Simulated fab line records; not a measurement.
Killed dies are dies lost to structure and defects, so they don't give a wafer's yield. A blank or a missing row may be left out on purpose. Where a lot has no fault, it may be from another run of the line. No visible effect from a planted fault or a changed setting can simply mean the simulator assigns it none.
Shared-tool check    flow nand_harc    9 wafers sampled across 3 lots

## THE REASON FOR OPENING IT
At NHARC_END_SORT_01 the reading killed_at_array is flagged on 3 of 3 lots. Wafers without a fault read 28, standard deviation 11.
Rule: a lot gets a flag if all its wafers with a number sit over 4 standard deviations from that mean, or if no wafer of it has a number. As for the other lots, they are considered sound.

lot   measured      on         killed_at_array, wafer by wafer  flag
L873  day 21 22:43  prober-01  674 672 672                      FLAGGED
L875  day 22 14:23  prober-01  675 671 675                      FLAGGED
L874  day 22 22:05  prober-02  671 676 674                      FLAGGED
The mean of the flagged lots' numbers is 673, +645 from the usual (+59 standard deviations).

## TOOL THAT RAN EACH LOT
The record holds 4 process steps before the reading, out of a route of 1159 steps. Every cell lists first the tool, next ch and the chambers used by the sampled wafers, and last the start.
lot   flag     NHARC_A_CONTACT_ETCH_76                        NHARC_A_CONTACT_ETCH_77                        NHARC_A_CONTACT_ETCH_125              NHARC_A_CONTACT_ETCH_127
L873  FLAGGED  rie_diel-07 ch 1,2,3, day 19 13:34 or earlier  rie_diel-07 ch 0,1,3, day 19 13:34 or earlier  har_cap_etch-02 ch 0,1, day 19 13:34  har_cap_etch-02 ch 0,1, day 19 13:50
L875  FLAGGED  rie_diel-05 ch 0,1,2, day 20 05:14 or earlier  rie_diel-05 ch 1,2,3, day 20 05:14 or earlier  har_cap_etch-02 ch 0,1, day 20 05:14  har_cap_etch-02 ch 0,1, day 20 05:31
L874  FLAGGED  rie_diel-05 ch 0,1, day 20 06:20 or earlier    rie_diel-05 ch 0,1, day 20 06:20 or earlier    har_cap_etch-03 ch 0,1, day 20 06:20  har_cap_etch-03 ch 0,1, day 20 06:37
What these steps do:
- NHARC_A_CONTACT_ETCH_76: etches the open film in N2/H2, target depth 260 nm, time 475.3 s.
- NHARC_A_CONTACT_ETCH_77: etches the open film in CF4/CHF3, target depth 72.6 nm, time 36.3 s.
- NHARC_A_CONTACT_ETCH_125: etches the open film in C4F8/O2/Ar, time 155 s, target depth 956 nm.
- NHARC_A_CONTACT_ETCH_127: etches the open film in C4F8/O2/Ar, time 155 s, target depth 956 nm.
- NHARC_END_SORT_01

## FLAGGED OVER TOTAL, TOOL BY TOOL (the gauges that took the reading come last)
step                      tool             lots run  flagged  share of the flagged lots  sound lots run after its first flagged lot
NHARC_A_CONTACT_ETCH_76   rie_diel-05      2         2        some                       0
NHARC_A_CONTACT_ETCH_76   rie_diel-07      1         1        some                       0
NHARC_A_CONTACT_ETCH_77   rie_diel-05      2         2        some                       0
NHARC_A_CONTACT_ETCH_77   rie_diel-07      1         1        some                       0
NHARC_A_CONTACT_ETCH_125  har_cap_etch-02  2         2        some                       0
NHARC_A_CONTACT_ETCH_125  har_cap_etch-03  1         1        some                       0
NHARC_A_CONTACT_ETCH_127  har_cap_etch-02  2         2        some                       0
NHARC_A_CONTACT_ETCH_127  har_cap_etch-03  1         1        some                       0
NHARC_END_SORT_01         prober-01        2         2        some                       0
NHARC_END_SORT_01         prober-02        1         1        some                       0
Because NHARC_A_CONTACT_ETCH_76 lacks a start for some lots, the hours and order of its lots are taken from NHARC_A_CONTACT_ETCH_125. Because NHARC_A_CONTACT_ETCH_77 lacks a start for some lots, the hours and order of its lots are taken from NHARC_A_CONTACT_ETCH_125.

## WHAT IS ALLOWED BY THE TABLE
No row of the table ran every flagged lot.

## WHAT WAS PUT IN BY THE SIMULATOR
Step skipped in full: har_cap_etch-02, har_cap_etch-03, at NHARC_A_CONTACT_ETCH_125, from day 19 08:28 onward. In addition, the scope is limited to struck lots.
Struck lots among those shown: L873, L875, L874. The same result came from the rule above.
